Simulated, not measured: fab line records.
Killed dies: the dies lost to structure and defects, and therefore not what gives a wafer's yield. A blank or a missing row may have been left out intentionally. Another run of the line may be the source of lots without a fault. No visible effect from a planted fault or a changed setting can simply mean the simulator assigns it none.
fab line records | flow nandHarc
record: lots: 5 | wafers: 15 | lastDay: 33
route steps=1302 shown A_CONTACT@1078 A_BLC@1107 END@1302
lots untouched by any fault: they come from a run of this same line in which no faults occurred
startH: hours from the record's first day to the start of the lot's first wafer shown | waitH: time in hours since the lot's previous step | " identical to the entry in the row above | L1.1+2: several wafers, shown together as one row | - value missing, or start not given | * or withheld: withheld | < > ~ a bound
route shown NAME@n: NAME is a module with steps in the file, n the number in the route of the first one | usual: mean/standard deviation of fault-free wafers | same: alike in all rows | chamber/n: place in a boat | sites: the reading at each site | _std_site: the values' standard deviation | _edge_site: inner sites' mean taken away from outer sites' mean | radiusMm: how far each site lies from the wafer's centre | mask NAME#n: copy n | behind: the most recent tool/chamber to have shaped the wafer | hold: reason for holding the lot/hours on hold/outcome of the hold | device: the transistor (n, p or np) that didn't switch | end of line: the same wafers' tests at the end of the route | a step given without rows: its recipe and nothing more | killed: dies lost to structure and defects at the first sort, not the wafer's yield | map: per-die view of a wafer (x killed, . not killed, _ where there is no die)
set.NAME: the setting the step ran with; set.NAME@STEP: the setting that earlier step ran with | model.NAME: the simulator's own value behind a step, which no gauge read
lots at some steps of the route; a table a step, a row a wafer
services: the hour from which a tool's chamber was out of use, counted from the record's first day as startH (under 0 if before that day), plus the number of hours and why
== steps ==
step: NHARC_A_CONTACT_CD_MEAS_08
recipe: targetCdNm: 200 | landingEnergyEv: 500
usual: cdNm: 200.4/0.73
lot.wafer | tool     | chamber | startH | waitH | cdNm
L217.1    | cdSem-03 | 0       | 551.92 | -     | 200.0
L217.2    | "        | 0       | "      | "     | 200.6
L217.5    | "        | 0       | "      | "     | 202.3
L218.4    | cdSem-02 | 0       | 555.38 | -     | 201.4
L218.5    | "        | 0       | "      | "     | 200.2
L218.6    | "        | 0       | "      | "     | 200.6
L225.2    | cdSem-02 | 0       | 629.39 | -     | 200.4
L225.5    | "        | 0       | "      | "     | 200.9
L225.6    | "        | 0       | "      | "     | 200.4
L224.3    | cdSem-01 | 0       | 632.54 | -     | 200.7
L224.5    | "        | 0       | "      | "     | 200.1
L224.6    | "        | 0       | "      | "     | 199.5
L232.1    | cdSem-02 | 0       | 712.44 | -     | 199.4
L232.4    | "        | 0       | "      | "     | 199.2
L232.5    | "        | 0       | "      | "     | 200.2
step: NHARC_A_CONTACT_OVL_MEAS_09
usual: overlayXNm: 0.0/0.8 | overlayYNm: -0.2/0.86
lot.wafer | tool       | chamber | startH | waitH | overlayXNm | overlayYNm
L217.1    | overlay-02 | -       | 552.00 | -     | 0.6        | -0.7
L217.2    | "          | -       | "      | "     | -0.2       | -0.9
L217.5    | "          | -       | "      | "     | -0.3       | -0.2
L218.4    | overlay-01 | -       | 555.47 | -     | 0.2        | 0.0
L218.5    | "          | -       | "      | "     | -0.4       | -0.2
L218.6    | "          | -       | "      | "     | -0.5       | -0.3
L225.2    | overlay-01 | -       | 629.47 | -     | 0.2        | -1.7
L225.5    | "          | -       | "      | "     | 0.2        | -1.8
L225.6    | "          | -       | "      | "     | 0.5        | -1.6
L224.3    | overlay-01 | -       | 632.62 | -     | -0.3       | 0.4
L224.5    | "          | -       | "      | "     | -0.1       | -0.4
L224.6    | "          | -       | "      | "     | -0.4       | -0.4
L232.1    | overlay-02 | -       | 712.53 | -     | 0.4        | -0.1
L232.4    | "          | -       | "      | "     | 0.6        | -0.1
L232.5    | "          | -       | "      | "     | 1.4        | 0.3
step: NHARC_A_CONTACT_INSPECT_10
usual: rawDefectCount: 81/38
lot.wafer | tool             | chamber | startH | waitH | rawDefectCount
L217.1    | defectInspect-02 | -       | 552.04 | 0.0   | 119
L217.2    | "                | -       | "      | "     | 98
L217.5    | "                | -       | "      | "     | 118
L218.4    | defectInspect-02 | -       | 555.50 | 0.0   | 27
L218.5    | "                | -       | "      | "     | 26
L218.6    | "                | -       | "      | "     | 21
L225.2    | defectInspect-01 | -       | 629.51 | 0.0   | 83
L225.5    | "                | -       | "      | "     | 89
L225.6    | "                | -       | "      | "     | 85
L224.3    | defectInspect-01 | -       | 632.66 | 0.0   | 109
L224.5    | "                | -       | "      | "     | 114
L224.6    | "                | -       | "      | "     | 130
L232.1    | defectInspect-01 | -       | 712.57 | 0.0   | 26
L232.4    | "                | -       | "      | "     | 28
L232.5    | "                | -       | "      | "     | 46
step: NHARC_A_CONTACT_DESCUM_13
recipe: timeS: 3 | o2FlowSccm: 200 | arFlowSccm: 0 | biasPowerW: 0 | chemistry: O2
step: NHARC_A_CONTACT_ETCH_88
recipe: targetDepthA: 390 | overEtchFrac: 0.3 | timeS: 65 | ionEnergyEv: 80 | cf4FlowSccm: 150 | arFlowSccm: 0 | rfW: 300 | biasW: 100 | chemistry: CF4
usual: drypumpMotorCurrentA: 5.6/0.4 | oesProductAu: 0.998/0.015 | rfVppV: 151.6/1.3 | showerheadPlenumPTorr: 1.79/0.079 | throttleValvePct: 13.285/0.009
lot.wafer | tool       | chamber | startH | waitH | drypumpMotorCurrentA | oesProductAu | rfHoursCounterH | rfVppV | showerheadPlenumPTorr | throttleValvePct
L217.2    | rieDiel-04 | 1       | 552.19 | 0.1   | 6.2                  | 0.977        | 2               | 152.7  | 1.84                  | 13.295
L217.1    | "          | 0       | "      | "     | 6.1                  | 1.004        | 3               | 150.2  | 1.68                  | 13.273
L217.5    | "          | 1       | "      | "     | 6.2                  | 0.963        | -               | 151.5  | 1.84                  | 13.293
L218.4    | rieDiel-02 | 3       | 555.65 | 0.1   | 5.3                  | 0.998        | 55              | 151.5  | 1.77                  | 13.294
L218.5    | "          | 3       | "      | "     | 5.2                  | 0.990        | -               | 151.3  | 1.77                  | 13.290
L218.6    | "          | 0       | "      | "     | 5.8                  | 1.005        | -               | 149.4  | 1.65                  | 13.278
L225.2    | rieDiel-04 | 1       | 629.66 | 0.1   | 6.2                  | 0.972        | 13              | 153.3  | 1.84                  | 13.275
L225.6    | "          | 0       | "      | "     | 6.1                  | 1.001        | -               | 149.3  | 1.67                  | 13.292
L225.5    | "          | 1       | "      | "     | 6.1                  | 0.978        | -               | 151.7  | 1.84                  | 13.300
L224.3    | rieDiel-02 | 0       | 632.82 | 0.1   | 5.8                  | 0.982        | 25              | 152.6  | 1.90                  | 13.294
L224.5    | "          | 2       | "      | "     | 5.9                  | 1.014        | -               | 151.4  | 1.81                  | 13.284
L224.6    | "          | 3       | "      | "     | 5.2                  | 1.012        | -               | 151.8  | 1.76                  | 13.284
L232.4    | rieDiel-02 | 0       | 712.76 | 0.1   | 5.8                  | 0.969        | 51              | 152.7  | 1.89                  | 13.295
L232.1    | "          | 1       | "      | "     | 5.6                  | 0.993        | 45              | 152.5  | 1.88                  | 13.281
L232.5    | "          | 3       | "      | "     | 5.3                  | 0.990        | -               | 150.0  | 1.75                  | 13.299
step: NHARC_A_CONTACT_ETCH_89
recipe: targetDepthA: 2600 | overEtchFrac: 0.3 | timeS: 475.3 | ionEnergyEv: 200 | n2FlowSccm: 150 | h2FlowSccm: 150 | arFlowSccm: 0 | rfW: 400 | biasW: 150 | chemistry: N2/H2
usual: drypumpMotorCurrentA: 5.6/0.41 | oesProductAu: 0.999/0.014 | rfVppV: 431.2/2.8 | showerheadPlenumPTorr: 2.06/0.1 | throttleValvePct: 14.172/0.0088
lot.wafer | tool       | chamber | startH | waitH | drypumpMotorCurrentA | oesProductAu | rfHoursCounterH | rfVppV | showerheadPlenumPTorr | throttleValvePct
L217.1    | rieDiel-04 | 3       | -      | -     | 4.8                  | 0.995        | 3               | 428.1  | 1.95                  | 14.174
L217.2    | "          | 0       | "      | "     | 6.1                  | 1.015        | 3               | 427.0  | 1.92                  | 14.170
L217.5    | "          | 3       | "      | "     | 4.8                  | 0.995        | -               | 427.7  | 1.95                  | 14.172
L218.4    | rieDiel-02 | 2       | -      | -     | 5.8                  | 1.011        | 52              | 433.2  | 2.10                  | 14.180
L218.6    | "          | 2       | "      | "     | 5.9                  | 1.014        | -               | 433.4  | 2.10                  | 14.167
L218.5    | "          | 3       | "      | "     | 5.3                  | 1.006        | -               | 431.4  | 2.04                  | 14.173
L225.2    | rieDiel-04 | 1       | -      | -     | 6.2                  | 0.972        | 14              | 433.6  | 2.13                  | 14.178
L225.6    | "          | 2       | "      | "     | 5.7                  | 1.011        | -               | 432.6  | 2.12                  | 14.170
L225.5    | "          | 3       | "      | "     | 4.8                  | 0.993        | -               | 427.6  | 1.94                  | 14.172
L224.3    | rieDiel-02 | 2       | -      | -     | 5.9                  | 1.017        | 19              | 431.5  | 2.09                  | 14.176
L224.6    | "          | 3       | "      | "     | 5.2                  | 0.995        | -               | 430.8  | 2.03                  | 14.187
L224.5    | "          | 0       | "      | "     | 5.8                  | 0.983        | -               | 434.8  | 2.21                  | 14.165
L232.4    | rieDiel-02 | 3       | -      | -     | 5.2                  | 0.999        | 46              | 430.3  | 2.02                  | 14.184
L232.1    | "          | 2       | "      | "     | 5.9                  | 1.015        | 44              | 432.0  | 2.08                  | 14.172
L232.5    | "          | 0       | "      | "     | 5.8                  | 0.976        | -               | 435.6  | 2.20                  | 14.180
step: NHARC_A_CONTACT_ETCH_30
recipe: targetDepthA: 726 | timeS: 36.3 | cf4FlowSccm: 100 | chf3FlowSccm: 30 | arFlowSccm: 0 | rfW: 500 | biasW: 200 | chemistry: CF4/CHF3
step: NHARC_A_CONTACT_ETCH_31
recipe: targetDepthA: 28000 | overEtchFrac: 0.3 | timeS: 728 | ionEnergyEv: 150 | o2FlowSccm: 400 | cosFlowSccm: 20 | arFlowSccm: 0 | rfW: 500 | biasW: 300 | chemistry: O2/COS
step: NHARC_A_CONTACT_ETCH_134
recipe: sourceW: withheld | pressureMtorr: 20 | biasV: withheld | timeS: 140 | targetDepthA: 7000 | arFlowSccm: withheld | c4f8FlowSccm: withheld | o2FlowSccm: withheld | chemistry: C4F8/O2/Ar
step: NHARC_A_CONTACT_ETCH_135
recipe: sourceW: withheld | pressureMtorr: 20 | biasV: 1200 | timeS: 311 | targetDepthA: 19120 | arFlowSccm: withheld | c4f8FlowSccm: withheld | o2FlowSccm: withheld | chemistry: C4F8/O2/Ar
step: NHARC_A_CONTACT_ETCH_136
recipe: sourceW: withheld | pressureMtorr: 20 | biasV: 1200 | timeS: 311 | targetDepthA: 19120 | arFlowSccm: withheld | c4f8FlowSccm: withheld | o2FlowSccm: withheld | chemistry: C4F8/O2/Ar
lot.wafer | tool          | chamber | startH | waitH | rfHoursCounterH
L217.2    | harCapEtch-02 | 1       | 553.69 | 0.2   | 99
L217.1    | "             | 0       | "      | "     | 99
L217.5    | "             | 0       | "      | "     | -
L218.4    | harCapEtch-01 | 1       | 557.25 | 0.2   | -
L218.5    | "             | 1       | "      | "     | -
L218.6    | "             | 0       | "      | "     | -
L225.2    | harCapEtch-02 | 1       | 631.18 | 0.2   | 110
L225.6    | "             | 1       | "      | "     | -
L225.5    | "             | 0       | "      | "     | -
L224.3    | harCapEtch-01 | 0       | 634.47 | 0.2   | -
L224.5    | "             | 1       | "      | "     | -
L224.6    | "             | 0       | "      | "     | -
L232.1    | harCapEtch-01 | 0       | 714.30 | 0.2   | 36
L232.4    | "             | 0       | "      | "     | -
L232.5    | "             | 0       | "      | "     | -
step: NHARC_A_CONTACT_ETCH_137
recipe: sourceW: withheld | pressureMtorr: 20 | biasV: 1200 | timeS: 311 | targetDepthA: 19120 | arFlowSccm: withheld | c4f8FlowSccm: withheld | o2FlowSccm: withheld | chemistry: C4F8/O2/Ar
step: NHARC_A_CONTACT_ETCH_138
recipe: sourceW: withheld | pressureMtorr: 20 | biasV: 1200 | timeS: 311 | targetDepthA: 19140 | arFlowSccm: withheld | c4f8FlowSccm: withheld | o2FlowSccm: withheld | chemistry: C4F8/O2/Ar
lot.wafer | tool          | chamber | startH | waitH | rfHoursCounterH
L217.2    | harCapEtch-02 | 1       | 554.24 | 0.2   | 99
L217.1    | "             | 0       | "      | "     | 99
L217.5    | "             | 0       | "      | "     | -
L218.4    | harCapEtch-01 | 1       | 557.79 | 0.2   | -
L218.5    | "             | 1       | "      | "     | -
L218.6    | "             | 0       | "      | "     | -
L225.2    | harCapEtch-02 | 1       | 631.72 | 0.2   | 111
L225.6    | "             | 1       | "      | "     | -
L225.5    | "             | 0       | "      | "     | -
L224.3    | harCapEtch-01 | 0       | 635.02 | 0.2   | -
L224.5    | "             | 1       | "      | "     | -
L224.6    | "             | 0       | "      | "     | -
L232.1    | harCapEtch-01 | 0       | 714.84 | 0.2   | 37
L232.4    | "             | 0       | "      | "     | -
L232.5    | "             | 0       | "      | "     | -
step: NHARC_A_CONTACT_ETCH_139
recipe: sourceW: withheld | pressureMtorr: 20 | biasV: 400 | timeS: 195 | targetDepthA: 8400 | arFlowSccm: withheld | c4f8FlowSccm: 11.5 | o2FlowSccm: 7.2 | chemistry: C4F8/O2/Ar
step: NHARC_A_CONTACT_ETCH_92
recipe: targetDepthA: 400 | overEtchFrac: 0.5 | timeS: 85.7 | ionEnergyEv: 120 | ch3fFlowSccm: 50 | o2FlowSccm: 30 | arFlowSccm: 200 | rfW: 500 | biasW: 100 | chemistry: CH3F/O2
usual: drypumpMotorCurrentA: 5.6/0.45 | oesProductAu: 0.94/0.031 | rfVppV: 244.6/1.9 | showerheadPlenumPTorr: 2.47/0.12 | throttleValvePct: 20.662/0.009
lot.wafer | tool       | chamber | startH | waitH | drypumpMotorCurrentA | oesProductAu | rfHoursCounterH | rfVppV | showerheadPlenumPTorr | throttleValvePct
L217.1    | rieDiel-02 | 2       | 555.07 | 0.5   | 5.8                  | 0.94         | 52              | 247.3  | 2.53                  | 20.664
L217.2    | "          | 3       | "      | "     | 5.2                  | 0.93         | 55              | 244.6  | 2.46                  | 20.663
L217.5    | "          | 3       | "      | "     | 5.2                  | 0.93         | -               | 244.6  | 2.45                  | 20.672
L218.4    | rieDiel-04 | 1       | 558.56 | 0.4   | 6.2                  | 0.91         | 3               | 245.6  | 2.56                  | 20.661
L218.6    | "          | 3       | "      | "     | 4.8                  | 0.92         | -               | 241.8  | 2.35                  | 20.658
L218.5    | "          | 0       | "      | "     | 6.1                  | 0.94         | -               | 242.7  | 2.33                  | 20.654
L225.2    | rieDiel-02 | 3       | 632.56 | 0.5   | 5.2                  | 0.96         | 21              | 244.0  | 2.44                  | 20.664
L225.6    | "          | 3       | "      | "     | 5.2                  | 0.97         | -               | 242.3  | 2.44                  | 20.674
L225.5    | "          | 0       | "      | "     | 5.8                  | 0.96         | -               | 247.1  | 2.65                  | 20.669
L224.3    | rieDiel-04 | 1       | 635.75 | 0.4   | 6.2                  | 0.90         | 15              | 245.1  | 2.56                  | 20.668
L224.5    | "          | 3       | "      | "     | 4.8                  | 0.91         | -               | 244.5  | 2.35                  | 20.652
L224.6    | "          | 0       | "      | "     | 6.1                  | 0.91         | -               | 242.9  | 2.32                  | 20.643
L232.4    | rieDiel-03 | 2       | 715.65 | 0.4   | 5.4                  | 0.91         | 23              | 244.6  | 2.46                  | 20.686
L232.1    | "          | 3       | "      | "     | 5.6                  | 0.94         | 20              | 244.0  | 2.40                  | 20.680
L232.5    | "          | 0       | "      | "     | 5.2                  | 0.92         | -               | 246.1  | 2.63                  | 20.666
step: NHARC_A_CONTACT_ETCH_98
recipe: targetDepthA: 200 | overEtchFrac: 0.5 | timeS: 10 | ionEnergyEv: 250 | c4f6FlowSccm: 25 | o2FlowSccm: 20 | arFlowSccm: 500 | rfW: 600 | biasW: 500 | chemistry: C4F6/O2
step: NHARC_A_CONTACT_CD_MEAS_15
usual: cdNm: 190.1/0.75
lot.wafer | tool     | chamber | startH | waitH | cdNm
L217.1    | cdSem-01 | -       | 555.29 | -     | 190.0
L217.2    | "        | -       | "      | "     | 189.5
L217.5    | "        | -       | "      | "     | 190.1
L218.4    | cdSem-01 | -       | 558.75 | -     | 190.4
L218.5    | "        | -       | "      | "     | 190.5
L218.6    | "        | -       | "      | "     | 191.3
L225.2    | cdSem-02 | -       | 632.78 | -     | 191.9
L225.5    | "        | -       | "      | "     | 190.1
L225.6    | "        | -       | "      | "     | 191.0
L224.3    | cdSem-02 | -       | 635.94 | -     | 189.3
L224.5    | "        | -       | "      | "     | 189.7
L224.6    | "        | -       | "      | "     | 190.2
L232.1    | cdSem-01 | -       | 715.84 | -     | 189.1
L232.4    | "        | -       | "      | "     | 189.0
L232.5    | "        | -       | "      | "     | 189.0
step: NHARC_A_CONTACT_STRIP_107
recipe: n2FlowSccm: 150 | h2FlowSccm: 150 | arFlowSccm: 0 | biasW: 0 | chemistry: N2/H2
step: NHARC_A_CONTACT_STRIP_108
recipe: cf4FlowSccm: 100 | chf3FlowSccm: 30 | arFlowSccm: 0 | biasW: 0 | chemistry: CF4/CHF3
step: NHARC_A_CONTACT_STRIP_109
recipe: o2FlowSccm: 400 | cosFlowSccm: 20 | arFlowSccm: 0 | biasW: 0 | chemistry: O2/COS
step: NHARC_A_CONTACT_ETCH_110
recipe: targetDepthA: 600 | overetchA: 60 | timeS: 33 | ionEnergyEv: 100 | cf4FlowSccm: 80 | o2FlowSccm: 20 | arFlowSccm: 0 | rfW: 300 | biasW: 100 | chemistry: CF4/O2
step: NHARC_A_CONTACT_STRIP_26
recipe: o2FlowSccm: 500 | arFlowSccm: 0 | biasW: 0 | chemistry: O2
step: NHARC_A_CONTACT_STRIP_27
recipe: timeS: 600 | tempC: 30 | chemistry: postEtchResidueRemover
step: NHARC_A_CONTACT_ALD_18
recipe: targetThkA: 30 | pulseTimeS: 1 | aldCycles: 150 | tempC: 450 | material: TiN
step: NHARC_A_CONTACT_CVD_19
recipe: targetThkA: 3000 | tempC: 300 | pressureTorr: 40 | wf6FlowSccm: 40 | h2FlowSccm: 1600 | arFlowSccm: 1560 | timeS: 802 | material: W
step: NHARC_A_CONTACT_CMP_20
recipe: tOverpolishS: 30 | targetThkNm: 300
usual: motorCurrentA: 12.7/1.4 | overpolishRunS: 30.000/0.0088 | timeToEndpointS: 61/4.5
lot.wafer | tool   | chamber | startH | waitH | motorCurrentA | overpolishRunS | timeToEndpointS
L217.1    | cmp-04 | 1       | 557.32 | 0.6   | 12.1          | 29.987         | 68
L217.2    | "      | 3       | "      | "     | 14.5          | 29.989         | 64
L217.5    | "      | 2       | "      | "     | 13.0          | 29.988         | 63
L218.4    | cmp-04 | 3       | 561.63 | 0.7   | 13.8          | 30.008         | 61
L218.5    | "      | 0       | "      | "     | 10.3          | 29.975         | 59
L218.6    | "      | 1       | "      | "     | 13.1          | 30.008         | 64
L225.2    | cmp-03 | 3       | 634.86 | 0.8   | 10.6          | 29.997         | 58
L225.5    | "      | 1       | "      | "     | 14.9          | 29.996         | 69
L225.6    | "      | 2       | "      | "     | 12.5          | 30.014         | 59
L224.3    | cmp-04 | 0       | 638.02 | 0.6   | 10.7          | 30.015         | 58
L224.6    | "      | 1       | "      | "     | 13.9          | 30.012         | 65
L224.5    | "      | 2       | "      | "     | 13.1          | 30.000         | 61
L232.4    | cmp-03 | 1       | 718.87 | 0.4   | 15.0          | 29.996         | 72
L232.1    | "      | 2       | "      | "     | 13.4          | 29.998         | 61
L232.5    | "      | 0       | "      | "     | 12.9          | 29.988         | 61
step: NHARC_A_CONTACT_SRD_22
step: NHARC_A_BLC_DEHYDRATE_00
recipe: tempC: 150 | timeS: 120
step: NHARC_A_BLC_HMDS_01
recipe: timeS: 30
step: NHARC_A_BLC_COAT_02
recipe: tempC: 260 | timeS: 75
step: NHARC_A_BLC_COAT_03
recipe: tempC: 225 | timeS: 65
step: NHARC_A_BLC_COAT_04
recipe: spinRpm: 1500 | resistThkNm: 90
step: NHARC_A_BLC_SOFTBAKE_05
recipe: tempC: 105 | timeS: 55
step: NHARC_A_BLC_EBR_06
step: NHARC_A_BLC_EXPOSE_07
recipe: na: 1.35 | targetCdNm: 100 | doseMj: 67.97 | maskId: A_BLC
step: NHARC_A_BLC_PEB_08
recipe: pebTempC: 100 | pebTimeS: 65
step: NHARC_A_BLC_DEVELOP_09
recipe: developTimeS: 35 | devTempC: 23
step: NHARC_A_BLC_CD_MEAS_10
recipe: targetCdNm: 100 | landingEnergyEv: 500
usual: cdNm: 100.3/1
lot.wafer | tool     | chamber | startH | waitH | cdNm
L217.1    | cdSem-02 | 0       | 558.23 | -     | 101.6
L217.2    | "        | 0       | "      | "     | 101.9
L217.5    | "        | 0       | "      | "     | 100.7
L218.4    | cdSem-02 | 0       | 562.35 | -     | 100.6
L218.5    | "        | 0       | "      | "     | 99.4
L218.6    | "        | 0       | "      | "     | 99.4
L225.2    | cdSem-02 | 0       | 635.73 | -     | 100.8
L225.5    | "        | 0       | "      | "     | 101.2
L225.6    | "        | 0       | "      | "     | 99.8
L224.3    | cdSem-03 | 0       | 638.86 | -     | 100.6
L224.5    | "        | 0       | "      | "     | 100.8
L224.6    | "        | 0       | "      | "     | 101.1
L232.1    | cdSem-01 | 0       | 719.75 | -     | 100.5
L232.4    | "        | 0       | "      | "     | 100.5
L232.5    | "        | 0       | "      | "     | 101.6
step: NHARC_A_BLC_OVL_MEAS_11
usual: overlayXNm: 0.0/0.83 | overlayYNm: 0.2/0.83
lot.wafer | tool       | chamber | startH | waitH | overlayXNm | overlayYNm
L217.1    | overlay-01 | -       | 558.32 | -     | 1.1        | 0.7
L217.2    | "          | -       | "      | "     | 1.8        | -0.2
L217.5    | "          | -       | "      | "     | 1.0        | 0.8
L218.4    | overlay-02 | -       | 562.43 | -     | 0.3        | 0.1
L218.5    | "          | -       | "      | "     | 0.7        | 0.8
L218.6    | "          | -       | "      | "     | 0.7        | 0.6
L225.2    | overlay-02 | -       | 635.81 | -     | -0.1       | 1.8
L225.5    | "          | -       | "      | "     | -0.7       | 2.0
L225.6    | "          | -       | "      | "     | -0.1       | 2.1
L224.3    | overlay-01 | -       | 638.94 | -     | 0.8        | 0.4
L224.5    | "          | -       | "      | "     | 0.1        | 0.2
L224.6    | "          | -       | "      | "     | 1.3        | -0.1
L232.1    | overlay-02 | -       | 719.84 | -     | 0.1        | -0.2
L232.4    | "          | -       | "      | "     | 0.1        | -0.7
L232.5    | "          | -       | "      | "     | 0.5        | 0.0
step: NHARC_END_SORT_01
recipe: tempC: 25
usual: killedAtArray: 61/24 | killedAtOther: 1.2/1.3 | killedAtPeriphery: 3.7/2.6 | killedDies: 66/23 | killedOpen: 3.3/1.8 | killedShort: 2.4/1.6
same: grossDies: 677
lot.wafer | tool      | chamber | startH | waitH | killedAtArray | killedAtOther | killedAtPeriphery | killedDies | killedOpen | killedShort
L232.1    | prober-01 | 0       | 777.14 | 2.5   | 112           | 2             | 3                 | 117        | 0          | 1
L232.4    | prober-01 | 0       | 779.53 | 3.4   | 129           | 0             | 10                | 139        | 4          | 5
L232.5    | prober-01 | 0       | 780.32 | 3.7   | 118           | 0             | 9                 | 127        | 0          | 3
killed by level:class
L232.1 A_CONTACT:unspecified=96 A_CHANNEL_HOLE_D1:chamberFilmFlake=7 A_SLIT:chamberFilmFlake=4 P_STI:chamberFilmFlake=2 A_STAIRCASE:chamberFilmFlake=2 THIN_TSV:chamberFilmFlake=2 A_ONON_D2:geometricParticle:short=1 P_ZERO_WELL:chamberFilmFlake=1
L232.4 A_CONTACT:unspecified=99 A_CHANNEL_HOLE_D1:chamberFilmFlake=12 P_STI:chamberFilmFlake=6 P_GATE:chamberFilmFlake=3 A_STAIRCASE:chamberFilmFlake=3 A_SLIT:chamberFilmFlake=3 A_DECK1_JOINT:geometricParticle:open=2 A_CHANNEL_FILL_D2:geometricParticle:short=2
L232.5 A_CONTACT:unspecified=90 A_SLIT:chamberFilmFlake=12 P_STI:chamberFilmFlake=6 A_STAIRCASE:chamberFilmFlake=6 A_CHANNEL_HOLE_D1:chamberFilmFlake=3 A_CHANNEL_FILL_D2:geometricParticle:short=2 A_CHANNEL_FILL_D2:chamberFilmFlake=2 A_CONTACT:chamberFilmFlake=2
map L232.4 (x killed, . not)
____________.____________
_________..xx..._________
_______.xx....x..x_______
______.............______
_____..............._____
____...........x...x.____
____..........x......____
___...................___
___.........xx........___
__...........x.........__
__.x...........xx.x....__
_...........x..x........_
_............xxx.....x.._
_........x....x........._
_.......x...xxxx........_
_...........x..........._
..............x..........
.........................
.........................
.........................
.........x...............
_..........x............_
_x.........x............_
_........xx.x..........._
_.........xxx..x........_
_.........xxxxx........._
__......xxxxxx.x.......__
__......xxxxxxxx.......__
___....xxxxxxxxxx.....___
___.....xxxxxxxxxxx...___
____x.x.xxxxxxxxx....____
____..xxxxxxxxxx.....____
_____.x.xxxxxxxxx..._____
______x.xxxxxxxx...______
_______xxxxxxxxx.._______
_________xxxxxx._________
____________x____________
map L218.4 (x killed, . not)
____________.____________
_________......._________
_______.........x._______
______.............______
_____.x............._____
____x................____
____..x..............____
___................x..___
___...................___
__.x...........x.......__
__..x.......x..........__
_...x..................._
_......................._
_............x.........._
_.....x......x.xxx......_
_..x...........x........_
.........................
.........................
.........................
...............x.........
.........................
_......................._
_......................._
_.......xx.............._
_.x......x.x...........x_
_......................._
__.....x..x..x.........__
__..x.xx...............__
___...................___
___...................___
____.x.....x.........____
____x...........xx...____
_____.x............._____
______.............______
_______..........._______
_________......._________
____________.____________
== services ==
tool          | chamber | startH | hours | kind
rieDiel-04    | -       | 531.90 | 9.0   | pm
cmp-04        | -       | 539.49 | 1.9   | repair
rieDiel-02    | 0       | 550.30 | -     | clean
rieDiel-02    | 1       | 550.30 | -     | clean
rieDiel-02    | 2       | 550.30 | -     | clean
rieDiel-02    | 3       | 550.30 | -     | clean
cmp-03        | -       | 554.14 | 4.0   | pm
rieDiel-04    | 3       | 562.59 | 3.2   | repair
harCapEtch-01 | -       | 567.86 | 0.6   | repair
rieDiel-02    | -       | 570.78 | 9.0   | pm
rieDiel-02    | 0       | 570.78 | 9.0   | ventCycle
rieDiel-02    | 1       | 570.78 | 9.0   | ventCycle
rieDiel-02    | 2       | 570.78 | 9.0   | ventCycle
rieDiel-02    | 3       | 570.78 | 9.0   | ventCycle
rieDiel-02    | 0       | 579.78 | -     | clean
rieDiel-02    | 0       | 579.78 | -     | consumableReplace:showerhead
cmp-03        | -       | 596.21 | 0.8   | repair
cmp-04        | -       | 603.45 | 4.0   | pm
rieDiel-03    | -       | 634.91 | 1.3   | repair
rieDiel-03    | -       | 636.26 | 9.0   | pm
cmp-03        | -       | 652.14 | 4.0   | pm
rieDiel-02    | 1       | 663.83 | 8.8   | repair
cmp-04        | -       | 701.45 | 4.0   | pm
rieDiel-04    | -       | 708.93 | 9.0   | pm
== key ==
firstSign: step: NHARC_END_SORT_01 | reading: killedDies | direction: up | sigmas: 2.7 | usual: 66 | struck: 128
effect: step: NHARC_END_SORT_01 | reading: killedAtArray | direction: up | sigmas: 2.5 | usual: 61 | struck: 120
moreKillsBornAt: NHARC_A_CONTACT_ETCH_138@harCapEtch-01: 285
metAt NHARC_A_CONTACT_ETCH_138
struckWafers L232.1,L232.4,L232.5
testerLeftOut L232
onsetBetween 635.02 714.84
alsoFits time
fault: kind: chamberParticleSource | tool: harCapEtch-01 | chamber: - | onsetH: 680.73 | steps: NHARC_A_CONTACT_ETCH_138 | ratePerVisitCm2: 1.6169
testerLeftOut: of these lots the tester's yield and bins aren't shown, on N5 and GAA mostly nor the transistor test; their killed dies are dies lost to structure and defects alone, not to doping, threshold or leakage, so they don't give the yield
